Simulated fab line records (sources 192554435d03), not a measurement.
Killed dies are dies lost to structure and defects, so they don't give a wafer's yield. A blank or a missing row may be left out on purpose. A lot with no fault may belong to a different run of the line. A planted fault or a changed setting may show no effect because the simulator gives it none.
fab line records	flow n5Finfet
record lots=7	wafers=21
route steps=1938 shown BEOL_M4@1031 BEOL_M5@1130 BEOL_M6@1239 BEOL_M7@1287
startH: start of the lot's first displayed wafer, in hours after the record's first day	waitH: hours from the lot's prior step to this one	" identical to the entry in the row above	L1.1+2: a row that stands for several wafers	- no value, or no start given	* or withheld: withheld	< > ~ a bound
route shown NAME@n: names a module that has steps shown in the file, with the first one's number in the route	usual: mean and standard deviation over wafers with no fault	same: alike in all rows	chamber/n: place in a boat	sites: the reading at each site	_std_site: their standard deviation	_edge_site: inner sites' mean taken away from outer sites' mean	radiusMm: how far each site lies from the wafer's centre	mask NAME#n: copy n	behind: tool/chamber where the wafer was last shaped	hold: cause of the lot's hold/its duration in hours/its outcome	device: which transistor (n, p or np) failed to switch	end of line: at the end of the route, the tests of the same wafers	a step without rows: its recipe alone	killed: dies lost to structure and defects at the first sort, not the wafer's yield	map: shows each die of a wafer: x if killed, . if not, _ if none is there
set.NAME: the setting the step ran with; set.NAME@STEP: the setting that earlier step ran with	model.NAME: the simulator's own value behind a step, which no gauge read
one table per step and one row per wafer, for lots whose settings were changed on purpose
## steps
# step N5_BEOL_M4_EXPOSE_08
# recipe maskId=M4	na=0.33	sourceShape=dipole	sigmaInner=0.369	sigmaOuter=0.767	polarization=unpolarized	doseMj=41.25
lot.wafer	tool	chamber	startH	waitH	mask	set.doseMj
L075.3+4	euvScanner-02	0	164.45	-	M4#0	41.25
L075.6	"	0	"	"	M4#0	44.14
L076.3+5	euvScanner-02	0	165.59	-	M4#0	41.25
L076.6	"	0	"	"	M4#0	38.18
L077.1+3	euvScanner-01	0	178.09	-	M4#0	41.25
L077.2	"	0	"	"	M4#0	43.69
L080.2+3+5	euvScanner-01	0	191.75	-	M4#0	41.25
L081.3+5+6	euvScanner-01	0	202.17	-	M4#0	41.25
L083.1+3+4	euvScanner-01	0	208.52	-	M4#0	41.25
L093.1+5	euvScanner-02	0	265.67	-	M4#0	43.87
L093.4	"	0	"	"	M4#0	41.25
# step N5_BEOL_M4_PEB_09
# recipe pebTempC=100	pebTimeS=60	resist=CAR-EUV
# step N5_BEOL_M4_DEVELOP_10
# recipe developTimeS=30	developer=TMAH	resist=CAR-EUV	rinseLiquid=surfactantRinse	dry=airSpin	devTempC=23
# step N5_BEOL_M4_CD_MEAS_11
# recipe targetCdNm=16.79	landingEnergyEv=500	detector=seInlens	polarity=opening
# usual cdNm=16.80/0.26
lot.wafer	tool	chamber	startH	waitH	set.doseMj@BEOL_M4_EXPOSE_08	cdNm
L075.3	cdSem-03	0	164.57	-	41.25	16.75
L075.4	"	0	"	"	41.25	17.09
L075.6	"	0	"	"	44.14	18.13
L076.3	cdSem-01	0	165.71	-	41.25	16.38
L076.5	"	0	"	"	41.25	17.11
L076.6	"	0	"	"	38.18	15.41
L077.1	cdSem-01	0	178.22	-	41.25	16.80
L077.2	"	0	"	"	43.69	18.02
L077.3	"	0	"	"	41.25	16.70
L080.2	cdSem-01	0	191.88	-	41.25	16.65
L080.3	"	0	"	"	41.25	16.73
L080.5	"	0	"	"	41.25	17.20
L081.3	cdSem-01	0	202.29	-	41.25	16.76
L081.5	"	0	"	"	41.25	16.23
L081.6	"	0	"	"	41.25	16.31
L083.1	cdSem-01	0	208.65	-	41.25	16.60
L083.3	"	0	"	"	41.25	16.75
L083.4	"	0	"	"	41.25	16.47
L093.1	cdSem-01	0	265.80	-	43.87	18.19
L093.4	"	0	"	"	41.25	17.11
L093.5	"	0	"	"	43.87	18.08
# step N5_BEOL_M4_DESCUM_16
# recipe chemistry=O2	timeS=7	sourcePowerW=50	biasPowerW=20	pressureMtorr=20	rfFrequencyHz=2.712e+07	tempC=40	resist=CAR-EUV	o2FlowSccm=225
# step N5_BEOL_M4_ETCH_74
# recipe chemistry=N2/H2	target=underlayer	targetDepthA=65	maskMaterial=CAR-EUV	timeS=5.2	ionEnergyEv=200	pressureMtorr=30	sourceW=840	biasW=150	n2FlowSccm=200	h2FlowSccm=200	ends=cleared
lot.wafer	tool	chamber	startH	waitH	set.doseMj@BEOL_M4_EXPOSE_08	model.BEOL_M4.cdOffsetNm
L075.3+4	rieDiel-04	2	164.73	0.0	41.25	0.2
L075.6	"	0	"	"	44.14	1.4
L076.3+5	rieDiel-04	3	165.86	0.0	41.25	0
L076.6	"	2	"	"	38.18	-1.4
L077.1	rieDiel-04	2	178.38	0.0	41.25	0.4
L077.2	"	1	"	"	43.69	1.2
L077.3	"	0	"	"	41.25	0
L080.2+3+5	rieDiel-06	3,1,0	192.03	0.0	41.25	0.2
L081.3+5+6	rieDiel-03	3,2,3	202.85	0.0	41.25	-0.2
L083.1	rieDiel-06	1	208.81	0.0	41.25	0.2
L083.3	"	3	"	"	41.25	0
L083.4	"	2	"	"	41.25	-0.2
L093.1+5	rieDiel-06	1,0	266.07	0.0	43.87	1.4
L093.4	"	3	"	"	41.25	0.4
# step N5_BEOL_M4_ETCH_63
# recipe chemistry=CF4	target=SiARC	targetDepthA=156	maskMaterial=CAR-EUV	timeS=26	ionEnergyEv=80	pressureMtorr=40	sourceW=545	biasW=36	Ar_flow_sccm=100	cf4FlowSccm=100	ends=cleared
lot.wafer	tool	chamber	startH	waitH	set.doseMj@BEOL_M4_EXPOSE_08	model.BEOL_M4.cdOffsetNm
L075.3+4	rieDiel-04	2	164.75	0.0	41.25	0.2
L075.6	"	0	"	"	44.14	1.2
L076.3+5	rieDiel-04	3	165.88	0.0	41.25	0
L076.6	"	2	"	"	38.18	-1.4
L077.1	rieDiel-04	2	178.40	0.0	41.25	0.4
L077.2	"	1	"	"	43.69	1.4
L077.3	"	0	"	"	41.25	0
L080.2+3	rieDiel-06	3,1	192.05	0.0	41.25	0.2
L080.5	"	0	"	"	41.25	0.4
L081.3+5+6	rieDiel-03	3,2,3	202.87	0.0	41.25	-0.2
L083.1	rieDiel-06	1	208.83	0.0	41.25	0.2
L083.3	"	3	"	"	41.25	-0.2
L083.4	"	2	"	"	41.25	-0.4
L093.1+5	rieDiel-06	1,0	266.08	0.0	43.87	1.4
L093.4	"	3	"	"	41.25	0.2
# step N5_BEOL_M4_ETCH_64
# recipe chemistry=N2/H2	target=SOC	targetDepthA=750	overetchA=225	maskMaterial=SiARC	tempC=40	timeS=121.9	ionEnergyEv=200	pressureMtorr=30	sourceW=840	biasW=150	n2FlowSccm=200	h2FlowSccm=200
lot.wafer	tool	chamber	startH	waitH	set.spinRpm@BEOL_M4_COAT_61	model.etch.depthNm
L075.3	rieDiel-04	2	164.78	0.0	1500	60.21
L075.4	"	2	"	"	1500	60.15
L075.6	"	0	"	"	1500	60.07
L076.3	rieDiel-04	3	165.91	0.0	1500	60.18
L076.5	"	3	"	"	1500	60.33
L076.6	"	2	"	"	1637	57.73
L077.1	rieDiel-04	2	178.43	0.0	1604	58.04
L077.2	"	1	"	"	1604	57.9
L077.3	"	0	"	"	1604	57.71
L080.2	rieDiel-06	3	192.08	0.0	1605	57.93
L080.3	"	1	"	"	1500	59.98
L080.5	"	0	"	"	1605	57.89
L081.3	rieDiel-03	3	202.90	0.0	1500	60.18
L081.5	"	2	"	"	1500	60.19
L081.6	"	3	"	"	1500	60.39
L083.1	rieDiel-06	1	208.85	0.0	1500	60.21
L083.3	"	3	"	"	1500	59.99
L083.4	"	2	"	"	1500	60.05
L093.1	rieDiel-06	1	266.11	0.0	1500	60.08
L093.4	"	3	"	"	1342	63.63
L093.5	"	0	"	"	1500	60.19
# step N5_BEOL_M4_STRIP_65
# recipe chemistry=N2/H2	tempC=40	n2FlowSccm=200	h2FlowSccm=200	rfFrequencyHz=6e+07
# step N5_BEOL_M4_STRIP_75
# recipe chemistry=N2/H2	tempC=40	n2FlowSccm=200	h2FlowSccm=200	rfFrequencyHz=6e+07
# step N5_BEOL_M4_PRECLEAN_42
# recipe chemistry=residueRemover	timeS=60	tempC=40
# step N5_BEOL_M4_SRD_43
# recipe timeS=30	tempC=23	rinseLiquid=diw	dry=ipaMarangoni
# step N5_BEOL_M4_CD_MEAS_35
# recipe targetCdNm=18	targetCdYNm=22.4	polarity=opening
# usual cdNm=18.0/0.33
lot.wafer	tool	chamber	startH	waitH	set.doseMj@BEOL_M4_EXPOSE_08	cdNm
L075.3	cdSem-01	-	166.81	0.0	41.25	18.1
L075.4	"	-	"	"	41.25	18.2
L075.6	"	-	"	"	44.14	19.0
L076.3	cdSem-02	-	171.60	0.0	41.25	18.6
L076.5	"	-	"	"	41.25	18.2
L076.6	"	-	"	"	38.18	16.7
L077.1	cdSem-03	-	182.03	0.0	41.25	18.5
L077.2	"	-	"	"	43.69	19.4
L077.3	"	-	"	"	41.25	18.0
L080.2	cdSem-01	-	195.00	0.0	41.25	18.2
L080.3	"	-	"	"	41.25	18.2
L080.5	"	-	"	"	41.25	18.2
L081.3	cdSem-02	-	205.40	0.0	41.25	17.6
L081.5	"	-	"	"	41.25	17.7
L081.6	"	-	"	"	41.25	17.7
L083.1	cdSem-01	-	219.46	0.0	41.25	18.2
L083.3	"	-	"	"	41.25	17.6
L083.4	"	-	"	"	41.25	17.6
L093.1	cdSem-03	-	279.74	0.0	43.87	19.1
L093.4	"	-	"	"	41.25	18.5
L093.5	"	-	"	"	43.87	19.1
# step N5_BEOL_M5_ETCH_72
# recipe chemistry=N2/H2	target=underlayer	targetDepthA=65	maskMaterial=CAR-EUV	timeS=5.2	ionEnergyEv=200	pressureMtorr=30	sourceW=840	biasW=150	n2FlowSccm=200	h2FlowSccm=200	ends=cleared
# usual etchRfOnTimeS=5.16/0.092	rfVppV=524.3/1.9
lot.wafer	tool	chamber	startH	waitH	set.biasW	etchRfOnTimeS	rfVppV
L075.3	rieDiel-05	3	172.84	0.0	128.5	5.61	476.2
L075.4	"	0	"	"	128.5	5.50	475.8
L075.6	"	0	"	"	150	5.06	526.3
L076.3	rieDiel-02	1	180.39	0.0	150	5.10	522.1
L076.5	"	1	"	"	150	5.16	525.1
L076.6	"	0	"	"	150	5.16	528.2
L077.1	rieDiel-01	2	188.42	0.0	133.1	5.48	487.3
L077.2	"	0	"	"	150	5.30	526.2
L077.3	"	1	"	"	133.1	5.59	485.9
L080.2	rieDiel-02	1	202.31	0.0	150	5.15	522.5
L080.3	"	2	"	"	150	4.99	525.8
L080.5	"	0	"	"	150	5.19	525.3
L081.3	rieDiel-01	3	212.27	0.0	150	5.21	522.3
L081.5	"	3	"	"	150	5.18	522.1
L081.6	"	2	"	"	150	5.17	527.6
L083.1	rieDiel-01	3	228.87	0.0	150	5.15	520.5
L083.3	"	0	"	"	174.9	4.69	579.2
L083.4	"	1	"	"	150	5.33	521.3
L093.1	rieDiel-01	3	285.97	0.0	150	5.21	521.6
L093.4	"	2	"	"	150	5.27	524.8
L093.5	"	3	"	"	150	5.22	520.1
# step N5_BEOL_M5_COAT_74
# recipe resist=underlayer	tempC=205	timeS=60	spinRpm=1500	resistThkNm=5
lot.wafer	tool	chamber	startH	waitH	set.spinRpm
L075.3+4	lithoTrack-04	0	-	-	1610
L075.6	"	0	"	"	1500
L076.3+6	lithoTrack-05	0	-	-	1436
L076.5	"	0	"	"	1500
L077.1+2+3	lithoTrack-05	0	-	-	1500
L080.2+3+5	lithoTrack-05	0	-	-	1500
L081.3+5+6	lithoTrack-05	0	-	-	1500
L083.1+3	lithoTrack-05	0	-	-	1500
L083.4	"	0	"	"	1588
L093.1+5	lithoTrack-05	0	-	-	1500
L093.4	"	0	"	"	1651
# step N5_BEOL_M5_COAT_22
# recipe resist=CAR-EUV	spinRpm=1500	resistThkNm=30
# step N5_BEOL_M5_EBR_24
# recipe solvent=PGMEA	ebrWidthMm=1.5
# step N5_BEOL_M5_DESCUM_33
# recipe chemistry=O2	timeS=7	sourcePowerW=50	biasPowerW=20	pressureMtorr=20	rfFrequencyHz=2.712e+07	tempC=40	resist=CAR-EUV	o2FlowSccm=225
# step N5_BEOL_M5_ETCH_75
# recipe chemistry=N2/H2	target=underlayer	targetDepthA=65	maskMaterial=CAR-EUV	timeS=5.2	ionEnergyEv=200	pressureMtorr=30	sourceW=840	biasW=150	n2FlowSccm=200	h2FlowSccm=200	ends=cleared
lot.wafer	tool	chamber	startH	waitH	set.spinRpm@BEOL_M5_COAT_74	model.etch.depthNm
L075.3	rieDiel-02	0	174.62	0.0	1610	4.816
L075.4	"	1	"	"	1610	4.823
L075.6	"	2	"	"	1500	4.995
L076.3	rieDiel-05	3	181.33	0.0	1436	5.096
L076.5	"	0	"	"	1500	4.987
L076.6	"	3	"	"	1436	5.108
L077.1	rieDiel-01	1	190.36	0.0	1500	4.999
L077.2	"	0	"	"	1500	4.992
L077.3	"	2	"	"	1500	4.985
L080.2	rieDiel-02	2	205.72	0.0	1500	5.004
L080.3	"	3	"	"	1500	4.995
L080.5	"	1	"	"	1500	4.996
L081.3	rieDiel-02	3	214.45	0.0	1500	4.978
L081.5	"	1	"	"	1500	4.982
L081.6	"	2	"	"	1500	4.99
L083.1	rieDiel-01	2	229.88	0.0	1500	4.995
L083.3	"	3	"	"	1500	4.996
L083.4	"	1	"	"	1588	4.859
L093.1	rieDiel-05	1	287.94	0.0	1500	4.977
L093.4	"	1	"	"	1651	4.737
L093.5	"	0	"	"	1500	4.974
# step N5_BEOL_M6_TRENCH_ETCH_37
# recipe chemistry=C4F6/O2	targetDepthA=944.35	target=SiCOH_lowk	timeS=31.5	ionEnergyEv=250	pressureMtorr=30	sourceW=345	biasW=185	Ar_flow_sccm=300	C4F6_flow_sccm=10	O2_flow_sccm=10
# usual rfVppV=666/7
lot.wafer	tool	chamber	startH	waitH	set.biasW	rfVppV	model.BEOL_M6.featureDepthNm	model.etch.depthNm
L075.3	rieDiel-04	0	-	-	153	573	88.8	88.86
L075.4	"	0	"	"	185	665	94.6	94.52
L075.6	"	3	"	"	153	571	90.8	90.74
L076.3	rieDiel-04	3	-	-	170.8	623	94.4	94.37
L076.5	"	3	"	"	185	663	96.6	96.67
L076.6	"	2	"	"	185	666	94.8	94.71
L077.1	rieDiel-06	2	-	-	185	662	94.8	94.85
L077.2	"	3	"	"	169.4	628	90.4	90.44
L077.3	"	1	"	"	169.4	613	92	92
L080.2	rieDiel-04	0	-	-	197.8	702	96.8	96.88
L080.3	"	1	"	"	185	666	95.6	95.67
L080.5	"	2	"	"	185	666	94.2	94.14
L081.3	rieDiel-04	2	-	-	185	666	94.2	94.22
L081.5	"	1	"	"	185	666	95.2	95.13
L081.6	"	0	"	"	185	667	94.8	94.73
L083.1	rieDiel-03	2	-	-	185	679	93	92.97
L083.3	"	3	"	"	185	673	94.2	94.24
L083.4	"	1	"	"	185	673	94.2	94.12
L093.1	rieDiel-04	3	-	-	185	663	96.6	96.53
L093.4	"	1	"	"	185	665	95.6	95.53
L093.5	"	3	"	"	185	663	96	96.06
# step N5_BEOL_M6_ALD_77
# recipe material=TaN	targetThkA=20	tempC=275	aldPrecursorFamily=PDMAT	aldCoReactant=NH3	pressureTorr=3	carrierFlowSccm=1500	pulseTimeS=2	purgeTimeS=3	coReactantPurgeTimeS=2	coReactantPulseTimeS=3	aldCycles=40	precursorVesselTempC=75	precursorVesselPressureTorr=26.25	precursorVesselCarrierSccm=1000
lot.wafer	tool	chamber	startH	waitH	set.aldCycles
L075.3	aldMetal-03	0	189.17	0.3	40
L075.4+6	"	2	"	"	42
L076.3+5+6	aldMetal-03	1,2,3	194.76	0.1	40
L077.1+2+3	aldMetal-01	3,2,0	201.97	0.0	40
L080.2+3+5	aldMetal-01	1,2,3	219.17	0.0	40
L081.3+5+6	aldMetal-01	2,0,1	229.33	0.1	40
L083.1	aldMetal-03	3	247.81	0.3	40
L083.3+4	"	2,0	"	"	43
L093.1	aldMetal-04	1	305.10	0.0	46
L093.4+5	"	3,0	"	"	40
# step N5_BEOL_M6_SURFACE_TREAT_79
# recipe gas=Ar	timeS=*	ionEnergyEv=*	ionCurrentMaCm2=0.5	pressureMtorr=*	arFlowSccm=30
# step N5_BEOL_M6_CVD_78
# recipe material=Co	targetThkA=20	tempC=withheld	precursor=CCTBA/H2	pressureTorr=30	timeS=142.3
# step N5_BEOL_M6_ECD_50
# recipe material=Cu	targetThkA=3000
# step N5_BEOL_M6_ANNEAL_51
# recipe tempC=225	timeS=90	ambient=N2
# step N5_BEOL_M6_CMP_52
# recipe stopOn=SiCOH_lowk	tOverpolishS=6.9	downForcePsi=1	platenRpm=50	clearingPlatenDownForcePsi=1.5	clearingPlatenRpm=50	postCmpClean=cuAlkaline	targetThkNm=80	clearingPlatenPadVelocityMS=0.99484	padVelocityMS=0.99484
lot.wafer	tool	chamber	startH	waitH	set.biasW@BEOL_M6_TRENCH_ETCH_37	model.Cu_of_BEOL_M6_ECD_50.thkNm
L075.3	cmp-03	1	191.60	0.2	153	74.6
L075.4	"	2	"	"	185	81.2
L075.6	"	0	"	"	153	77.6
L076.3	cmp-01	3	195.82	0.2	170.8	80
L076.5	"	2	"	"	185	82
L076.6	"	3	"	"	185	81
L077.1	cmp-04	1	203.52	0.3	185	81.2
L077.2	"	2	"	"	169.4	76.8
L077.3	"	3	"	"	169.4	77.6
L080.3	cmp-01	2	221.50	0.2	185	80.8
L080.2	"	3	"	"	197.8	83.4
L080.5	"	2	"	"	185	79.6
L081.3	cmp-01	1	230.98	0.4	185	80.4
L081.6	"	2	"	"	185	79.6
L081.5	"	3	"	"	185	81.2
L083.4	cmp-03	1	249.85	0.1	185	80.8
L083.1	"	3	"	"	185	79
L083.3	"	0	"	"	185	80
L093.4	cmp-01	0	306.17	0.2	185	81.8
L093.1+5	"	2,0	"	"	185	82.2
# step N5_BEOL_M6_THK_MEAS_53
# recipe thkMeasGauge=xrf	reads=Cu_of_BEOL_M6_ECD_50
# usual M6_THK=79.8/1.6
lot.wafer	tool	chamber	startH	waitH	set.biasW@BEOL_M6_TRENCH_ETCH_37	M6_THK[nm]
L075.3	filmMetro-02	-	191.86	-	153	74.9
L075.4	"	-	"	"	185	81.6
L075.6	"	-	"	"	153	78.1
L076.3	filmMetro-02	-	196.08	-	170.8	80.6
L076.5	"	-	"	"	185	82.6
L076.6	"	-	"	"	185	81.5
L077.1	filmMetro-02	-	203.78	-	185	81.1
L077.2	"	-	"	"	169.4	77.0
L077.3	"	-	"	"	169.4	77.7
L080.2	filmMetro-01	-	221.79	-	197.8	81.7
L080.3	"	-	"	"	185	79.0
L080.5	"	-	"	"	185	77.8
L081.3	filmMetro-01	-	231.16	-	185	78.6
L081.5	"	-	"	"	185	79.6
L081.6	"	-	"	"	185	78.2
L083.1	filmMetro-02	-	250.14	-	185	79.0
L083.3	"	-	"	"	185	79.9
L083.4	"	-	"	"	185	80.6
L093.1	filmMetro-02	-	306.43	-	185	81.7
L093.4	"	-	"	"	185	81.1
L093.5	"	-	"	"	185	81.4
# step N5_BEOL_M6_PRE_CLEAN_55
# recipe gas=NH3	timeS=15	tempC=withheld	rfPowerW=300
# step N5_BEOL_M6_DEP_56
# recipe material=SiCN	targetThkA=100	tempC=withheld	precursor=3MS/NH3	pressureTorr=3	rfW=202	timeS=17.5
# step N5_BEOL_M6_RS_MEAS_57
# recipe thkMeasGauge=four-point-probe	reads=Cu_of_BEOL_M6_ECD_50+Co_of_BEOL_M6_CVD_78+TaN_of_BEOL_M6_ALD_77
# usual M6_RS=0.284/0.0057
lot.wafer	tool	chamber	startH	waitH	set.biasW@BEOL_M6_TRENCH_ETCH_37	M6_RS[ohm/sq]
L075.3	filmMetro-02	-	191.99	0.1	153	0.310
L075.4	"	-	"	"	185	0.281
L075.6	"	-	"	"	153	0.296
L076.3	filmMetro-01	-	196.21	0.1	170.8	0.286
L076.5	"	-	"	"	185	0.277
L076.6	"	-	"	"	185	0.281
L077.1	filmMetro-02	-	203.91	0.1	185	0.281
L077.2	"	-	"	"	169.4	0.300
L077.3	"	-	"	"	169.4	0.296
L080.2	filmMetro-01	-	221.93	0.1	197.8	0.272
L080.3	"	-	"	"	185	0.282
L080.5	"	-	"	"	185	0.288
L081.3	filmMetro-02	-	231.29	0.1	185	0.284
L081.5	"	-	"	"	185	0.281
L081.6	"	-	"	"	185	0.288
L083.1	filmMetro-02	-	250.27	0.1	185	0.290
L083.3	"	-	"	"	185	0.285
L083.4	"	-	"	"	185	0.283
L093.1	filmMetro-01	-	306.56	0.1	185	0.277
L093.4	"	-	"	"	185	0.279
L093.5	"	-	"	"	185	0.277
# step N5_BEOL_M7_COAT_63
# recipe resist=SOC	tempC=250	timeS=60	spinRpm=1500	resistThkNm=60
lot.wafer	tool	chamber	startH	waitH	set.spinRpm	model.SOC_of_BEOL_M7_COAT_63.thkNm
L075.3+4	lithoTrack-02	0	195.77	0.0	1500	60
L075.6	"	0	"	"	1500	60.2
L076.3	lithoTrack-02	0	199.74	1.3	1500	60.2
L076.5	"	0	"	"	1627	57.8
L076.6	"	0	"	"	1500	60
L077.1+3	lithoTrack-01	0	206.98	0.4	1369	62.8
L077.2	"	0	"	"	1500	60.2
L080.2+3	lithoTrack-02	0	224.70	0.1	1500	60.2
L080.5	"	0	"	"	1367	63
L081.3+5+6	lithoTrack-01	0	236.46	0.1	1500	60
L083.1	lithoTrack-05	0	252.99	0.1	1604	58.2
L083.3	"	0	"	"	1500	59.8
L083.4	"	0	"	"	1604	58
L093.1+4+5	lithoTrack-02	0	312.27	0.1	1500	60.2
## key
split step=N5_BEOL_M4_EXPOSE_08	setting=doseMj	stated=41.25	by=wafer
response step=N5_BEOL_M4_CD_MEAS_11	reading=cdNm	change=+0.18	per=1%	r=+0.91
response step=N5_BEOL_M4_ETCH_74	reading=model.BEOL_M4.cdOffsetNm	change=+0.173	per=1%	r=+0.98
response step=N5_BEOL_M4_ETCH_63	reading=model.BEOL_M4.cdOffsetNm	change=+0.179	per=1%	r=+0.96
response step=N5_BEOL_M4_CD_MEAS_35	reading=cdNm	change=+0.163	per=1%	r=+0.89
split step=N5_BEOL_M5_ETCH_72	setting=biasW	stated=150	by=wafer
response step=N5_BEOL_M5_ETCH_72	reading=etchRfOnTimeS	change=*	per=1%	r=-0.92
response step=N5_BEOL_M5_ETCH_72	reading=rfVppV	change=+3.51	per=1%	r=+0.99
split step=N5_BEOL_M5_COAT_74	setting=spinRpm	stated=1500	by=wafer
response step=N5_BEOL_M5_ETCH_75	reading=model.etch.depthNm	change=-0.024	per=1%	r=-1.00
split step=N5_BEOL_M6_TRENCH_ETCH_37	setting=biasW	stated=185	by=wafer
response step=N5_BEOL_M6_TRENCH_ETCH_37	reading=rfVppV	change=+5.33	per=1%	r=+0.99
response step=N5_BEOL_M6_TRENCH_ETCH_37	reading=model.BEOL_M6.featureDepthNm	change=+0.286	per=1%	r=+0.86
response step=N5_BEOL_M6_TRENCH_ETCH_37	reading=model.etch.depthNm	change=+0.285	per=1%	r=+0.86
response step=N5_BEOL_M6_CMP_52	reading=model.Cu_of_BEOL_M6_ECD_50.thkNm	change=+0.326	per=1%	r=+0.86
response step=N5_BEOL_M6_THK_MEAS_53	reading=M6_THK	change=+0.324	per=1%	r=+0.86
response step=N5_BEOL_M6_RS_MEAS_57	reading=M6_RS	change=-0.00139	per=1%	r=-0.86
split step=N5_BEOL_M6_ALD_77	setting=aldCycles	stated=40	by=wafer
response none clear
split step=N5_BEOL_M7_COAT_63	setting=spinRpm	stated=1500	by=wafer
response step=N5_BEOL_M7_COAT_63	reading=model.SOC_of_BEOL_M7_COAT_63.thkNm	change=-0.287	per=1%	r=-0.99
split outsideThisFile step=N5_BEOL_M4_COAT_61 setting=spinRpm
# split outsideThisFile: this setting was split too, and the file shows its column; the key of that split is in another file
